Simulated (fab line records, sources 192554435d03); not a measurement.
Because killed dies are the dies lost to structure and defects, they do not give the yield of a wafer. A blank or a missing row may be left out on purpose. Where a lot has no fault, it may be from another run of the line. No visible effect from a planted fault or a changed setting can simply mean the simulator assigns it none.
Which tool is to blame? + flow n5 finfet + 25 wafers from 9 lots sampled at 5 of the route's 1938 steps

WHAT THE GAUGES READ, wafer by wafer
N5_BEOL_M6_OCD_MEAS_38.
| lot  | measured     | on     | trench depth nm (nm) |
|------|--------------|--------|----------------------|
| L257 | day 8 13:59  | ocd-01 | 97.4 98.9 98.0       |
| L262 | day 9 16:10  | ocd-01 | 94.9 93.1 97.4       |
| L261 | day 9 17:40  | ocd-01 | 98.9 92.1 97.0       |
| L263 | day 10 04:44 | ocd-02 | 93.8 92.3 93.7       |
| L271 | day 12 10:52 | ocd-02 | 83.6 84.0 83.7       |
| L272 | day 13 05:20 | ocd-01 | 83.4 83.1 82.9       |
| L275 | day 13 14:48 | ocd-02 | 92.8 93.7            |
| L278 | day 13 17:52 | ocd-01 | 91.3 97.7            |
| L280 | day 15 09:59 | ocd-02 | 91.9 91.6 96.3       |

WHICH TOOL RAN EACH LOT (tool, then ch and the chambers of the sampled wafers, then the start)
| lot  | N5_BEOL_M6_HM_OPEN_17             | N5_BEOL_M6_STRIP_19                | N5_BEOL_M6_ETCH_72                 | N5_BEOL_M6_TRENCH_ETCH_37          |
|------|-----------------------------------|------------------------------------|------------------------------------|------------------------------------|
| L257 | rie metal-02 ch 0,1, day 8 12:45  | rie diel-01 ch 0,2, day 8 12:52    | rie diel-04 ch 2,3, day 8 13:25    | rie diel-04 ch 2,3, day 8 13:46    |
| L262 | rie metal-02 ch 0,1, day 9 14:34  | rie diel-04 ch 0,1,3, day 9 14:41  | rie diel-01 ch 0,1,2, day 9 15:46  | rie diel-01 ch 0,1,2, day 9 16:00  |
| L261 | rie metal-02 ch 0,1, day 9 16:13  | rie diel-04 ch 1,2,3, day 9 16:22  | rie diel-04 ch 1,2,3, day 9 17:17  | rie diel-04 ch 1,2,3, day 9 17:31  |
| L263 | rie metal-03 ch 0,1, day 10 03:13 | rie diel-04 ch 0,1,3, day 10 03:22 | rie diel-02 ch 1,3, day 10 04:20   | rie diel-02 ch 1,3, day 10 04:34   |
| L271 | rie metal-02 ch 0,1, day 12 08:04 | rie diel-01 ch 1,2, day 12 08:16   | rie diel-01 ch 0,1, day 12 10:29   | rie diel-01 ch 0,1, day 12 10:43   |
| L272 | rie metal-03 ch 0,1, day 13 01:02 | rie diel-01 ch 0,1, day 13 01:09   | rie diel-01 ch 0,1,3, day 13 04:56 | rie diel-01 ch 0,1,3, day 13 05:10 |
| L275 | rie metal-01 ch 0, day 13 13:37   | rie diel-02 ch 1,3, day 13 13:44   | rie diel-04 ch 0, day 13 14:25     | rie diel-04 ch 0, day 13 14:38     |
| L278 | rie metal-01 ch 0, day 13 16:23   | rie diel-04 ch 0,3, day 13 16:28   | rie diel-02 ch 0,3, day 13 17:28   | rie diel-02 ch 0,3, day 13 17:42   |
| L280 | rie metal-01 ch 0,1, day 15 05:00 | rie diel-02 ch 0,1,2, day 15 05:16 | rie diel-02 ch 0,1, day 15 09:36   | rie diel-02 ch 0,1, day 15 09:50   |
- N5_BEOL_M6_HM_OPEN_17: chemistry Cl2/BCl3, target TiN, target depth 20 nm, overetch 6 nm.
- N5_BEOL_M6_STRIP_19: strips in O2.
- N5_BEOL_M6_ETCH_72: etches underlayer in N2/H2, target depth 6.5 nm, time 5.2 s.
- N5_BEOL_M6_TRENCH_ETCH_37: etches SiCOH lowk in C4F6/O2, target depth 94.435 nm, time 31.5 s.

THE ANSWER, worked out from the rows above alone
Rule: the lots themselves supply what counts as usual. Put in order of their means at a reading, lots are off if they are a third of the lots or fewer, leave a main group of 4 or more, and stand apart from it by a gap of 3 or more times the standard deviation of the main group's means; of several such gaps the widest counts. Not used: any main group whose means are identical at the precision the tables above print for the reading. Also off: a lot with no number at a reading for which 4 or more lots have one. All remaining lots with rows at the step are treated as sound.
Off, at N5_BEOL_M6_OCD_MEAS_38 on trench depth nm: L271, L272. The main group: mean 94.8 nm, standard deviation 1.7.
A tool fits if, at a process step before that reading, it ran every lot that is off, and no sound lot after the first of them. Those tools and the gauges at N5_BEOL_M6_OCD_MEAS_38 are tried in the same way. One fits: N5_BEOL_M6_STRIP_19 and N5_BEOL_M6_ETCH_72 and N5_BEOL_M6_TRENCH_ETCH_37 on rie diel-01. At N5_BEOL_M6_STRIP_19 its last sound lot is L257 (day 8 12:52), its first lot that is off L271 (day 12 08:16): a fault that began between those two fits.

WHAT HAD BEEN PUT IN BY THE SIMULATOR
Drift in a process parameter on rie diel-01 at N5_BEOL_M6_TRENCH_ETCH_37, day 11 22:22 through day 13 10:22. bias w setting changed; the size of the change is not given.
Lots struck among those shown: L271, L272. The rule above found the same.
